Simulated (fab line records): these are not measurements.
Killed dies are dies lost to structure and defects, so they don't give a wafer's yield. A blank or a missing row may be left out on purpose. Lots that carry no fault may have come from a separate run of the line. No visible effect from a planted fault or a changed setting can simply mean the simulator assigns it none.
Problem report in the 8D (eight disciplines) form, filled by code	flow nand_harc	the parts of the form that need people (team, actions taken, sign-off) are left out

## 1. WHAT IS WRONG
At NHARC_A_M1_CD_MEAS_09, cd_nm averages 41.5 nm over 6 wafers from 2 lots, while fault-free wafers read 120.1 nm, standard deviation 0.54. So: -99 or more standard deviations from the usual mean.
The step: target cd 120 nm.
First observed at day 19 05:31: wafer L155.2, on cd_sem-03. The record has a number at this step for 36 wafers belonging to 12 lots. Rule for "out" (also "out of limits"): further than 4 standard deviations from the usual mean. Any other wafer with a number is counted as sound.

## 2. WHAT IT IS, AND WHAT IT ISN'T
question	is	is not
which readings at this step	cd_nm	-
which lots	L155, L158	L151, L161, L162, L163, L165, L166, L169, L170, L171, L172
which wafers of those lots	all that have a number	-
read on which gauges	cd_sem-02, cd_sem-03	cd_sem-01
when	from day 19 05:31	up to then (3 sound wafers); but 27 sound wafers of L161, L162, L163, L165, L166, L169, L170, L171, L172 came after

## 3. THE SUSPECTS, EACH WITH WHAT RULES IT OUT
Counting: a tool at a process step up to the reading stays a suspect if it ran every lot that is out and no sound lot after the first of them.
- the gauge at NHARC_A_M1_CD_MEAS_09 is ruled out. The wafers that are out were read on 2 gauges (cd_sem-02, cd_sem-03).
- litho_track-06 at NHARC_A_M1_PEB_07 (peb time 65 s): ruled out as a lasting fault. After its first lot that is out, L155 (day 19 05:26), sound lots L170, L169 ran on it.
Left after counting: nothing in the record.

## 4. THE CAUSE (what the simulator had put in)
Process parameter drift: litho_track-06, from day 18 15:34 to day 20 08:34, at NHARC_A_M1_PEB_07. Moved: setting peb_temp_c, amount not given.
The count ruled it out by mistake, since the rule takes a fault to strike every lot its tool runs from the start of the fault on, and this one did not do so.

## 5. THE EFFECT CHAIN, in route order
Each row: a reading where the mean over the struck wafers with a number is more than 3 standard deviations away from the usual. Only readings for which the record gives a usual standard deviation are gone through. hours: the time from each lot's start at the first step in this table that gives one to its start at this step, as a median over the lots. sigmas: the change in usual standard deviations.
hours	step	reading	usual	on struck wafers	change	sigmas
0	NHARC_A_M1_PEB_07	heater_power_total_W	156.5 W	126.0	-30.5	-71
0	NHARC_A_M1_PEB_07	plate_temp_C	99.99 C	85.59	-14.40	-99 or more
0	NHARC_A_M1_CD_MEAS_09	cd_nm	120.1 nm	41.5	-78.6	-99 or more
1	NHARC_A_M1_CD_MEAS_16	cd_nm	119.9 nm	41.2	-78.7	-99 or more
40	NHARC_END_SORT_01	defect_limited_yield	94.9 %	0.0	-94.9	-56
40	NHARC_END_SORT_01	killed_at_array	31	673	+642	+53
40	NHARC_END_SORT_01	killed_dies	35	677	+642	+54
40	NHARC_END_SORT_01	sort_bin_2_pct	1.6 %	96.7	+95.1	+99 or more
40	NHARC_END_SORT_01	sort_n_pass	642	0	-642	-54
40	NHARC_END_SORT_01	sort_rim_yield_pct	97.7 %	0.0	-97.7	-65
40	NHARC_END_SORT_01	sort_yield_pct	94.9 %	0.0	-94.9	-56
The process steps in it:
- NHARC_A_M1_PEB_07: peb time 65 s.
At these later measuring or inspecting steps, every struck wafer for which the step has a row has a number for every such reading, and none has moved that far: NHARC_A_M1_INSPECT_11.

## 6. HOW IT WOULD HAVE BEEN CAUGHT EARLIER
The first out-of-limits reading at a measuring or inspecting step in this record came at day 19 05:31, 14 hours after the fault's start at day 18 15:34.
At NHARC_A_M1_PEB_07, the tool's own readings (heater_power_total_W, plate_temp_C) were out on each struck wafer the step has a row for, so an alarm limit on them would have fired on the first such wafer.
